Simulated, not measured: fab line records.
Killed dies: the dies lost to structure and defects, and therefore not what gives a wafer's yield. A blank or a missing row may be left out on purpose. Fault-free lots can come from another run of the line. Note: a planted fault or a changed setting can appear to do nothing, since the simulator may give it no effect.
The tool behind it: which one? -- flow n5_finfet -- 24 lots with 72 wafers sampled at 5 steps, on a route of 1938 steps

## WHAT THE GAUGES SHOWED, per wafer
N5_BEOL_M13_OVL_MEAS_11. Usual: V12_OVL gives -1 nm (standard deviation 5.8).
lot,measured,on,V12_OVL (nm),flag
L074,day 10 15:46,overlay-01,-5 -2 -3,
L075,day 10 23:49,overlay-01,-1 -4 -1,
L076,day 11 11:19,overlay-01,-5 -8 -5,
L077,day 11 16:06,overlay-02,-12 0 -13,
L078,day 11 20:37,overlay-02,-9 -4 -2,
L079,day 12 06:54,overlay-02,4 5 -3,
L080,day 12 16:10,overlay-02,-6 0 0,
L082,day 12 19:43,overlay-02,6 3 5,
L081,day 12 20:11,overlay-02,-1 -6 -5,
L083,day 13 00:22,overlay-01,5 5 8,
L085,day 13 17:36,overlay-02,-5 7 -2,
L084,day 13 19:50,overlay-02,7 3 2,
L086,day 14 06:16,overlay-02,-13 -3 -3,
L088,day 14 18:24,overlay-02,2 2 1,
L087,day 14 18:59,overlay-01,0 -3 2,
L089,day 14 21:12,overlay-01,-2 -5 -3,
L091,day 15 00:59,overlay-02,0 -3 -8,
L090,day 15 02:53,overlay-01,9 -4 5,
L092,day 15 10:17,overlay-02,1 4 4,
L093,day 15 19:21,overlay-02,-8 -7 2,
L094,day 16 06:37,overlay-01,-5 0 5,
L096,day 16 11:53,overlay-01,7 2 11,
L095,day 16 12:30,overlay-01,10 13 5,
L097,day 16 18:50,overlay-02,-6 -4 -6,

N5_BEOL_M13_CD_MEAS_28: the cd target is 209.5 nm. Usual: cd_nm at 210.0 nm, with a standard deviation of 1.3.
lot,measured,on,cd_nm (nm),flag
L074,day 10 16:41,cd_sem-02,211.8 209.7 210.4,
L075,day 11 01:01,cd_sem-01,211.3 212.3 210.2,
L076,day 11 12:16,cd_sem-02,207.5 210.1 209.2,
L077,day 11 17:01,cd_sem-03,208.9 209.7 210.3,
L078,day 11 21:39,cd_sem-02,209.3 209.3 209.4,
L079,day 12 07:57,cd_sem-02,208.0 207.7 207.5,
L080,day 12 17:05,cd_sem-01,209.8 211.6 210.1,
L082,day 12 20:38,cd_sem-01,208.8 209.5 208.8,
L081,day 12 21:13,cd_sem-02,208.0 208.9 209.1,
L083,day 13 01:50,cd_sem-01,210.1 208.1 208.0,
L085,day 13 18:43,cd_sem-02,208.9 209.7 209.2,
L084,day 13 20:53,cd_sem-01,210.3 208.5 210.3,
L086,day 14 07:19,cd_sem-02,208.4 208.3 209.3,
L088,day 14 19:25,cd_sem-02,210.4 210.5 209.6,
L087,day 14 20:01,cd_sem-01,209.2 207.8 209.3,
L089,day 14 22:14,cd_sem-01,210.7 211.0 210.5,
L091,day 15 01:54,cd_sem-01,210.3 208.5 209.1,
L090,day 15 03:49,cd_sem-02,208.6 209.6 208.9,
L092,day 15 11:13,cd_sem-01,211.2 211.8 209.4,
L093,day 15 20:37,cd_sem-01,213.2 211.2 211.3,
L094,day 16 07:32,cd_sem-01,213.6 211.9 211.6,
L096,day 16 12:47,cd_sem-03,211.1 210.8 210.5,
L095,day 16 13:38,cd_sem-03,211.3 211.6 212.2,
L097,day 16 19:57,cd_sem-02,212.6 210.9 211.9,

N5_BEOL_M13_OCD_MEAS_35. Usual: trench_depth_nm at 415 nm, with a standard deviation of 5.9.
lot,measured,on,trench_depth_nm (nm),flag
L074,day 10 17:21,ocd-01,411 409 411,
L075,day 11 02:04,ocd-02,415 415 415,
L076,day 11 12:55,ocd-01,416 408 409,
L077,day 11 17:41,ocd-01,409 408 423,
L078,day 11 22:21,ocd-02,418 405 405,
L079,day 12 08:38,ocd-02,411 411 408,
L080,day 12 17:45,ocd-01,421 407 412,
L082,day 12 21:32,ocd-02,404 411 411,
L081,day 12 21:53,ocd-02,420 411 411,
L083,day 13 02:56,ocd-02,415 420 416,
L085,day 13 19:23,ocd-01,416 412 410,
L084,day 13 21:33,ocd-02,418 412 408,
L086,day 14 08:05,ocd-02,419 425 425,
L088,day 14 20:23,ocd-02,413 424 418,
L087,day 14 21:10,ocd-01,411 420 412,
L089,day 14 22:55,ocd-01,420 410 418,
L091,day 15 02:34,ocd-02,420 421 422,
L090,day 15 04:29,ocd-02,420 420 411,
L092,day 15 12:01,ocd-02,420 419 408,
L093,day 15 21:16,ocd-02,412 416 419,
L094,day 16 08:12,ocd-01,417 413 405,
L096,day 16 13:41,ocd-01,410 403 420,
L095,day 16 14:20,ocd-01,426 425 422,
L097,day 16 20:37,ocd-01,414 419 402,

## EACH LOT AND THE TOOL THAT RAN IT (in order: tool; ch and the chambers of the sampled wafers; start)
lot,N5_BEOL_M13_ETCH_59,N5_BEOL_M13_STRIP_64
L074,"rie_diel-01 ch 0,1,3, day 10 15:52","plasma_asher-02 ch 0,1, day 10 16:13"
L075,"rie_diel-04 ch 0,1,2, day 11 00:10","plasma_asher-01 ch 0,1, day 11 00:32"
L076,"rie_diel-01 ch 1,2,3, day 11 11:24","plasma_asher-02 ch 0,1, day 11 11:45"
L077,"rie_diel-04 ch 0,2,3, day 11 16:11","plasma_asher-02 ch 1, day 11 16:32"
L078,"rie_diel-01 ch 1,2, day 11 20:43","plasma_asher-02 ch 0,1, day 11 21:03"
L079,"rie_diel-05 ch 0,1,3, day 12 07:00","plasma_asher-02 ch 0,1, day 12 07:22"
L080,"rie_diel-01 ch 0,1, day 12 16:16","plasma_asher-02 ch 0,1, day 12 16:37"
L082,"rie_diel-01 ch 1,3, day 12 19:49","plasma_asher-01 ch 0,1, day 12 20:10"
L081,"rie_diel-04 ch 0,3, day 12 20:16","plasma_asher-01 ch 0,1, day 12 20:38"
L083,"rie_diel-01 ch 0,1,3, day 13 00:53","plasma_asher-02 ch 0,1, day 13 01:14"
L085,"rie_diel-05 ch 1,2,3, day 13 17:53","plasma_asher-02 ch 0, day 13 18:14"
L084,"rie_diel-01 ch 0,2,3, day 13 19:56","plasma_asher-01 ch 0,1, day 13 20:17"
L086,"rie_diel-01 ch 0,3, day 14 06:22","plasma_asher-02 ch 0,1, day 14 06:43"
L088,"rie_diel-01 ch 0,1,2, day 14 18:34","plasma_asher-02 ch 0,1, day 14 18:56"
L087,"rie_diel-04 ch 0,1,2, day 14 19:04","plasma_asher-02 ch 0,1, day 14 19:25"
L089,"rie_diel-04 ch 0,2, day 14 21:18","plasma_asher-01 ch 0,1, day 14 21:38"
L091,"rie_diel-04 ch 1,2,3, day 15 01:04","plasma_asher-02 ch 0,1, day 15 01:26"
L090,"rie_diel-01 ch 1,2, day 15 02:59","plasma_asher-01 ch 0,1, day 15 03:20"
L092,"rie_diel-05 ch 0,2,3, day 15 10:23","plasma_asher-02 ch 0,1, day 15 10:44"
L093,"rie_diel-04 ch 0,1, day 15 19:38","plasma_asher-02 ch 0, day 15 20:01"
L094,"rie_diel-05 ch 2,3, day 16 06:43","plasma_asher-02 ch 0,1, day 16 07:05"
L096,"rie_diel-01 ch 1,2, day 16 11:58","plasma_asher-02 ch 0, day 16 12:19"
L095,"rie_diel-04 ch 0,1,2, day 16 12:49","plasma_asher-01 ch 0,1, day 16 13:11"
L097,"rie_diel-04 ch 0,3, day 16 18:58","plasma_asher-01 ch 0,1, day 16 19:30"
- N5_BEOL_M13_ETCH_59: etches BARC in N2/H2, target depth 89 nm, overetch 26.7 nm, time 67.9 s.
- N5_BEOL_M13_STRIP_64: strips in N2/H2.

## WHAT THE TOOLS THEMSELVES READ (means of the sampled wafers that have a number; where no wafer has one, the mark that the record gives instead)
N5_BEOL_M13_ETCH_59. Usual: bias_w 150.0 W, standard deviation 0.44; drypump_motor_current_A 5.7 A, standard deviation 0.43; oes_product_au 0.66 a.u., standard deviation 0.078; rf_vpp_V 524.1 V, standard deviation 2.4; showerhead_plenum_p_Torr 2.55 Torr, standard deviation 0.08; throttle_valve_pct 17.89 %, standard deviation 0.24.
lot,tool,bias_w (W),drypump_motor_current_A (A),oes_product_au (a.u.),rf_vpp_V (V),showerhead_plenum_p_Torr (Torr),throttle_valve_pct (%),flag
L074,rie_diel-01,149.9,5.5,0.67,525.0,2.58,17.89,
L075,rie_diel-04,150.1,6.2,0.64,525.3,2.57,17.78,
L076,rie_diel-01,150.2,5.5,0.59,524.9,2.59,18.11,
L077,rie_diel-04,150.0,5.9,0.68,525.4,2.57,17.88,
L078,rie_diel-01,150.0,5.5,0.59,525.2,2.59,18.20,
L079,rie_diel-05,149.9,5.8,0.62,519.9,2.39,17.96,
L080,rie_diel-01,149.7,5.5,0.66,524.2,2.55,17.99,
L082,rie_diel-01,150.3,5.5,0.59,525.0,2.58,18.03,
L081,rie_diel-04,149.9,6.2,0.68,525.6,2.60,18.08,
L083,rie_diel-01,149.6,5.5,0.65,524.9,2.58,17.91,
L085,rie_diel-05,150.4,5.6,0.66,521.1,2.45,17.83,
L084,rie_diel-01,150.0,5.4,0.72,525.0,2.60,17.82,
L086,rie_diel-01,149.8,5.4,0.64,525.1,2.60,17.84,
L088,rie_diel-01,149.6,5.5,0.71,523.6,2.57,17.91,
L087,rie_diel-04,150.0,6.2,0.62,524.7,2.56,17.83,
L089,rie_diel-04,150.1,5.9,0.63,525.8,2.58,17.84,
L091,rie_diel-04,149.5,5.8,0.63,522.3,2.50,17.74,
L090,rie_diel-01,149.6,5.5,0.72,524.2,2.59,18.01,
L092,rie_diel-05,149.8,5.7,0.70,524.9,2.57,17.70,
L093,rie_diel-04,150.3,6.5,0.61,524.5,2.54,17.84,
L094,rie_diel-05,150.0,5.6,0.63,521.0,2.47,17.83,
L096,rie_diel-01,150.6,5.5,0.70,524.4,2.58,18.03,
L095,rie_diel-04,150.2,6.2,0.62,524.5,2.56,17.85,
L097,rie_diel-04,150.3,5.8,0.68,522.6,2.53,18.03,

N5_BEOL_M13_STRIP_64. Usual: drypump_motor_current_A 5.42 A, standard deviation 0.12; heater_power_w 328 W, standard deviation 32; oes_product_au 0.715 a.u., standard deviation 0.0042; strip_time_to_endpoint_s 31.31 s, standard deviation 0.089.
lot,tool,drypump_motor_current_A (A),heater_power_w (W),oes_product_au (a.u.),strip_time_to_endpoint_s (s),flag
L074,plasma_asher-02,5.42,352,0.718,31.42,
L075,plasma_asher-01,5.47,285,0.710,31.16,
L076,plasma_asher-02,5.47,340,0.712,31.23,
L077,plasma_asher-02,5.51,332,0.715,31.28,
L078,plasma_asher-02,5.44,354,0.715,31.26,
L079,plasma_asher-02,5.43,350,0.715,31.29,
L080,plasma_asher-02,5.48,341,0.713,31.37,
L082,plasma_asher-01,5.30,295,0.719,31.34,
L081,plasma_asher-01,5.43,284,0.717,31.36,
L083,plasma_asher-02,5.45,342,0.713,31.32,
L085,plasma_asher-02,5.38,359,0.715,31.20,
L084,plasma_asher-01,5.44,284,0.715,31.28,
L086,plasma_asher-02,5.43,352,0.713,31.33,
L088,plasma_asher-02,5.40,352,0.717,31.25,
L087,plasma_asher-02,5.43,353,0.716,31.41,
L089,plasma_asher-01,5.45,282,0.713,31.28,
L091,plasma_asher-02,5.47,345,0.716,31.23,
L090,plasma_asher-01,5.44,282,0.714,31.25,
L092,plasma_asher-02,5.46,338,0.718,31.31,
L093,plasma_asher-02,5.41,363,0.715,31.34,
L094,plasma_asher-02,5.46,343,0.718,31.36,
L096,plasma_asher-02,5.38,364,0.717,31.32,
L095,plasma_asher-01,5.38,282,0.717,31.51,
L097,plasma_asher-01,5.31,295,0.718,31.23,

## THE ANSWER, worked out from the rows above alone
Rule: a lot is off if the mean of its wafers that have a number lies more than 3 standard deviations from the usual mean. Also off: a lot with no number at a reading for which 4 or more lots have one. Where the step has rows for the other lots, those lots are counted as sound. The gauges are gone through in route order, then the tools' own readings, and for those a lot's mean is taken as printed above. At the first step where some lot is off, the reading lying furthest off is the one used; lots without a number count as furthest.
No lot is off at any reading shown: from this, nothing can be told.

## WHAT THE SIMULATOR HAD INSERTED
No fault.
